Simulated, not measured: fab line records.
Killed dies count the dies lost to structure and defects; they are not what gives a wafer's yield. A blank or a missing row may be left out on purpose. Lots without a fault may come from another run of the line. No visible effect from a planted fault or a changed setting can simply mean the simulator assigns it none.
Which of the tools did it? + flow nandHarc + 24 lots, 72 wafers sampled, at 1 step of a route of 1302

WHAT EACH GAUGE READ, for each wafer
NHARC_P_STI_INSPECT_25.
| lot  | measured     | on               | rawDefectCount |
|------|--------------|------------------|----------------|
| L074 | day 4 08:19  | defectInspect-01 | 280 449 284    |
| L075 | day 4 08:19  | defectInspect-02 | 214 172 231    |
| L077 | day 5 01:54  | defectInspect-02 | 205 165 218    |
| L076 | day 5 01:54  | defectInspect-01 | 400 195 194    |
| L078 | day 5 15:02  | defectInspect-02 | 103 115 157    |
| L079 | day 6 02:34  | defectInspect-02 | 178 240 253    |
| L080 | day 6 19:53  | defectInspect-02 | 241 265 239    |
| L081 | day 7 00:06  | defectInspect-02 | 141 223 323    |
| L083 | day 7 12:38  | defectInspect-01 | 424 417 501    |
| L082 | day 7 12:38  | defectInspect-02 | 150 184 240    |
| L084 | day 8 03:23  | defectInspect-01 | 220 263 194    |
| L085 | day 8 13:33  | defectInspect-01 | 320 254 567    |
| L086 | day 8 21:02  | defectInspect-01 | 156 270 230    |
| L087 | day 9 11:39  | defectInspect-01 | 163 147 151    |
| L089 | day 10 03:00 | defectInspect-01 | 243 191 253    |
| L088 | day 10 03:00 | defectInspect-01 | 143 220 239    |
| L090 | day 10 15:54 | defectInspect-01 | 235 285 213    |
| L091 | day 10 23:42 | defectInspect-01 | 163 154 240    |
| L092 | day 11 14:39 | defectInspect-01 | 134 177 190    |
| L093 | day 11 20:11 | defectInspect-02 | 259 303 211    |
| L094 | day 12 07:02 | defectInspect-02 | 256 199 305    |
| L095 | day 13 01:24 | defectInspect-01 | 198 236 142    |
| L096 | day 13 06:13 | defectInspect-01 | 183 194 259    |
| L097 | day 13 22:32 | defectInspect-01 | 103 174 174    |

WHICH TOOL RAN EACH LOT (tool, then ch and the chambers of the sampled wafers, then the start)
Record: no process step prior to these readings.

WHAT THE TOOLS THEMSELVES READ (means of the sampled wafers that have a number; where no wafer has one, the mark that the record gives instead)
The record holds no such reading with a usual standard deviation.

THE ANSWER, worked out from the rows above alone
Rule: what is usual is taken from the lots themselves. Put in order of their means at a reading, lots are off if they are a third of the lots or fewer, leave a main group of 4 or more, and stand apart from it by a gap of 3 or more times the standard deviation of the main group's means; of several such gaps the widest counts. The tables above print the reading to a certain number of digits; a main group whose means all agree to those digits is not used. Also off: a lot with no number at a reading for which 4 or more lots have one. All remaining lots with rows at the step are treated as sound. First the gauges in route order, then the tools' own readings, where a lot's mean is used as printed above. At the first step where some lot is off, the reading lying furthest off is the one used; lots without a number count as furthest.
Nothing can be told from this: no lot is off at any reading shown.

WHAT HAD BEEN PUT IN BY THE SIMULATOR
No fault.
